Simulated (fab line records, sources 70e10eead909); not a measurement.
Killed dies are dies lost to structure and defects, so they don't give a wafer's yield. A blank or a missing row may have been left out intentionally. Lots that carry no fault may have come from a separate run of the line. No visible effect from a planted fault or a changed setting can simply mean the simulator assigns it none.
Which of the tools did it? + flow nand harc + 18 wafers from 6 lots sampled at 5 of the route's 1302 steps

== WHAT EACH GAUGE READ, for each wafer ==
NHARC_A_ONON_D2_THK_MEAS_11: measures by ellipsometry.
| lot  | measured     | on            | thk nm (nm)    |
|------|--------------|---------------|----------------|
| L511 | day 12 22:50 | film metro-02 | 986 987 986    |
| L510 | day 13 23:33 | film metro-02 | 973 974 974    |
| L516 | day 15 11:29 | film metro-01 | 1528 1525 1526 |
| L519 | day 16 19:04 | film metro-01 | 1514 1512 1516 |
| L523 | day 17 22:50 | film metro-01 | 984 982 985    |
| L530 | day 20 20:56 | film metro-02 | 998 997 998    |

== EACH LOT AND THE TOOL THAT RAN IT (in order: tool; ch and the chambers of the sampled wafers; start) ==
| lot  | NHARC_A_CHANNEL_HOLE_D1_ETCH_44    | NHARC_A_CHANNEL_FILL_D1_STRIP_28   | NHARC_A_CHANNEL_FILL_D1_ETCHBACK_08           | NHARC_A_ONON_D2_DEP_09           |
|------|------------------------------------|------------------------------------|-----------------------------------------------|----------------------------------|
| L511 | rie diel-09 ch 2,3, day 9 08:36    | rie diel-04 ch 0,2,3, day 10 10:09 | rie diel-04 ch 2,3, day 12 22:19 or earlier   | pecvd onon-04 ch 0, day 12 22:19 |
| L510 | rie diel-09 ch 0,3, day 10 02:26   | rie diel-04 ch 0,1,3, day 11 08:06 | rie diel-04 ch 1,2,3, day 13 23:09 or earlier | pecvd onon-03 ch 0, day 13 23:09 |
| L516 | rie diel-09 ch 0,1,2, day 11 17:45 | rie diel-12 ch 1,3, day 13 00:16   | rie diel-12 ch 1,3, day 15 10:58 or earlier   | pecvd onon-04 ch 0, day 15 10:58 |
| L519 | rie diel-07 ch 1,3, day 13 02:22   | rie diel-03 ch 1,2,3, day 14 05:10 | rie diel-03 ch 0,2,3, day 16 18:37 or earlier | pecvd onon-04 ch 0, day 16 18:37 |
| L523 | rie diel-09 ch 0,1,2, day 14 08:41 | rie diel-04 ch 1,2,3, day 15 10:02 | rie diel-12 ch 1,2,3, day 17 22:26 or earlier | pecvd onon-02 ch 0, day 17 22:26 |
| L530 | rie diel-09 ch 1,2,3, day 17 03:34 | rie diel-12 ch 1,2,3, day 18 05:06 | rie diel-03 ch 0,1,2, day 20 20:25 or earlier | pecvd onon-03 ch 0, day 20 20:25 |
- NHARC_A_CHANNEL_HOLE_D1_ETCH_44: etches the open film in CF4/O2, target depth 140 nm, overetch 14 nm, time 77 s.
- NHARC_A_CHANNEL_FILL_D1_STRIP_28: strips in O2, time 20 s.
- NHARC_A_CHANNEL_FILL_D1_ETCHBACK_08: etches the open film in C4F8, target depth 220 nm, time 110 s.
- NHARC_A_ONON_D2_DEP_09: target thk 1000 nm.

== THE ANSWER, worked out from the rows above alone ==
Rule: what is usual is taken from the lots themselves. Put in order of their means at a reading, lots are off if they are a third of the lots or fewer, leave a main group of 4 or more, and stand apart from it by a gap of 3 or more times the standard deviation of the main group's means; of several such gaps the widest counts. The tables above print the reading to a certain number of digits; a main group whose means all agree to those digits is not used. Also off: a lot with no number at a reading for which 4 or more lots have one. The other lots that the step has rows for count as sound.
Off: L516, L519 (NHARC_A_ONON_D2_THK_MEAS_11, thk nm). Mean 985 nm and standard deviation 8.5 in the main group.
If a tool, at a process step before that reading, ran all the lots that are off and no sound lot after the first of them, it fits. Gauges at NHARC_A_ONON_D2_THK_MEAS_11: tried the same way as those tools. NHARC_A_CHANNEL_FILL_D1_ETCHBACK_08: start missing for some lots; hours and lot order therefore follow NHARC_A_ONON_D2_DEP_09. One fits: pecvd onon-04 at NHARC_A_ONON_D2_DEP_09. A fault onset in the window from L511 (day 12 22:19, its last sound lot) to L516 (day 15 10:58, its first lot off) fits.

== WHAT WAS PUT IN BY THE SIMULATOR ==
Process parameters drifting: pecvd onon-04 at NHARC_A_ONON_D2_DEP_09, beginning at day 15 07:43. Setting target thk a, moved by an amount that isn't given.
Shown lots that were struck: L516, L519. The rule above reached the same finding.
